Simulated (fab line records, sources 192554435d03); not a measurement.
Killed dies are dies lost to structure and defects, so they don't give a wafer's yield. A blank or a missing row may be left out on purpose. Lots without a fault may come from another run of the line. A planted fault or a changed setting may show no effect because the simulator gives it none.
Split-lot experiment | flow n5_finfet | 7 lots, 39 wafers read, on a route of 1938 steps

THE SPLIT
At N5_BEOL_M0_CUTY_DESCUM_61 (chemistry O2, time 7.9 s), the setting time_s was moved away from the recipe's 7.9 s on 15 of the 39 wafers read, by -42.3% to +52.8%. The other wafers ran this setting at the recipe's value.

The file shows no step between the split and the reading.

THE READING
CAR-ArF-block_of_BEOL_M0_CUTY_COAT_51.thk_nm (the simulator's own value, which no gauge read), in nm, at N5_BEOL_M0_CUTY_ETCH_62 (etches SiARC in CF4, time 58.5 s). The file gives no usual value for it. The 24 wafers here that ran the recipe average 118.5 nm, standard deviation 0.45 nm.

wafer  | tool, chamber at the split | time_s as run, s | against the recipe | CAR-ArF-block_of_BEOL_M0_CUTY_COAT_51.thk_nm, nm | against lot-mates on the recipe
L074.1 | rie_diel-04, 2             | 7.9              | recipe             | 119                                              | -
L074.2 | rie_diel-04, 1             | 7.9              | recipe             | 118.4                                            | -
L074.3 | rie_diel-04, 0             | 7.9              | recipe             | 118.8                                            | -
L074.4 | rie_diel-04, 3             | 12.07            | +52.8%             | 116.4                                            | -2.3
L074.5 | rie_diel-04, 1             | 12.07            | +52.8%             | 116.6                                            | -2.1
L074.6 | rie_diel-04, 0             | 12.07            | +52.8%             | 116                                              | -2.7
L075.1 | rie_diel-02, 2,0           | 7.9              | recipe             | 118.4                                            | -
L075.2 | rie_diel-02, 0             | 7.9              | recipe             | 119.2                                            | -
L075.3 | rie_diel-02, 3             | 7.9              | recipe             | 118.8                                            | -
L075.4 | rie_diel-02, 1             | 7.9              | recipe             | 118.8                                            | -
L075.5 | rie_diel-02, 3             | 7.9              | recipe             | 119.4                                            | -
L075.6 | rie_diel-02, 2,0           | 7.9              | recipe             | 118.6                                            | -
L082.1 | rie_diel-04, 3             | 7.9              | recipe             | 118.2                                            | -
L082.2 | rie_diel-04, 0,2           | 5.762            | -27.1%             | 119.2                                            | +1.1
L082.3 | rie_diel-04, 0,2           | 5.762            | -27.1%             | 119.2                                            | +1.1
L082.5 | rie_diel-04, 1             | 5.762            | -27.1%             | 119.2                                            | +1.1
L082.4 | rie_diel-04, 1             | 7.9              | recipe             | 117.8                                            | -
L082.6 | rie_diel-04, 0             | 7.9              | recipe             | 118.4                                            | -
L083.1 | rie_diel-04, 0             | 4.555            | -42.3%             | 120.8                                            | +2.5
L083.2 | rie_diel-04, 3,1           | 7.9              | recipe             | 118.4                                            | -
L083.6 | rie_diel-04, 3,1           | 7.9              | recipe             | 118.4                                            | -
L083.3 | rie_diel-04, 2             | 4.555            | -42.3%             | 120.6                                            | +2.3
L083.4 | rie_diel-04, 1             | 4.555            | -42.3%             | 120.2                                            | +1.9
L083.5 | rie_diel-04, 0             | 7.9              | recipe             | 118.2                                            | -
L084.4 | rie_diel-04, 3,1           | 7.9              | recipe             | 118.4                                            | -
L084.5 | rie_diel-04, 3,1           | 7.9              | recipe             | 118.6                                            | -
L084.6 | rie_diel-04, 0             | 7.9              | recipe             | 118.8                                            | -
L094.1 | rie_diel-05, 2             | 7.9              | recipe             | 117.4                                            | -
L094.2 | rie_diel-05, 0             | 5.387            | -31.8%             | 119                                              | +1.3
L094.4 | rie_diel-05, 2             | 5.387            | -31.8%             | 119                                              | +1.3
L094.3 | rie_diel-05, 1,0           | 7.9              | recipe             | 117.8                                            | -
L094.5 | rie_diel-05, 1,0           | 7.9              | recipe             | 118                                              | -
L094.6 | rie_diel-05, 1             | 5.387            | -31.8%             | 119.2                                            | +1.5
L097.1 | rie_diel-05, 1             | 7.9              | recipe             | 118.8                                            | -
L097.4 | rie_diel-05, 0             | 7.9              | recipe             | 118.8                                            | -
L097.2 | rie_diel-05, 3             | 7.9              | recipe             | 118.4                                            | -
L097.3 | rie_diel-05, 2             | 6.584            | -16.7%             | 119.6                                            | +0.9
L097.5 | rie_diel-05, 2             | 6.584            | -16.7%             | 119.4                                            | +0.7
L097.6 | rie_diel-05, 1             | 6.584            | -16.7%             | 119.8                                            | +1.1
Where a row lists several chambers, the file gives one row for several wafers and doesn't say which wafer went through which chamber.

THE FIT
A straight line over all 39 wafers: CAR-ArF-block_of_BEOL_M0_CUTY_COAT_51.thk_nm changes by -0.039 nm for each +1% of time_s; r = -0.88; the points scatter about the line by 0.47 nm.
The same after taking each lot's own level away (the mean of its wafers on the recipe; 39 wafers): -0.0464 nm for each +1%; r = -0.97; scatter 0.25 nm.
On that fit, the largest move of time_s shifts the reading by 2.4 nm.
The lots' own levels span 117.73 to 118.87 nm, that is 2.5 times the standard deviation above.
So the lot-to-lot level changes the slope: the two fits differ.
Check: with one of the wafers moved furthest among these (+52.8%) left out of the fit, the line predicts -2.47 nm for it against its lot-mates. It came out at -2.33 nm against them.

OTHER SPLITS ON THESE WAFERS
These wafers also went through other splits before the reading. Each is held against what the fit with the lots' levels taken away leaves over:
other split on the same wafers               | wafers away from the commonest value | r with CAR-ArF-block_of_BEOL_M0_CUTY_COAT_51.thk_nm (lot level and that fit taken away)
N5_FIN_SAQP_PECVD_47 time_s                  | 12                                   | +0.24
N5_STI_FIN_REVEAL_ETCHBACK_08 target_depth_a | 12                                   | -0.13
N5_SD_EPI_N_EPI_21 time_s                    | 12                                   | +0.03

THE WHOLE CHAIN: every reading that the file lists as answering this split, in the file's order
step                      | what it does                     | reading                                                                                       | change (the file's fit)                | r (the file's)
N5_BEOL_M0_CUTY_DESCUM_61 | chemistry O2, time 7.9 s         | CAR-ArF-block_of_BEOL_M0_CUTY_COAT_51.thk_nm (the simulator's own value, which no gauge read) | -0.0451 nm for each +1% of the setting | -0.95
N5_BEOL_M0_CUTY_ETCH_62   | etches SiARC in CF4, time 58.5 s | CAR-ArF-block_of_BEOL_M0_CUTY_COAT_51.thk_nm (the simulator's own value, which no gauge read) | -0.0465 nm for each +1% of the setting | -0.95

THE FILE'S OWN FIT
CAR-ArF-block_of_BEOL_M0_CUTY_COAT_51.thk_nm changes by -0.0465 nm for each +1% of time_s, r = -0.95.
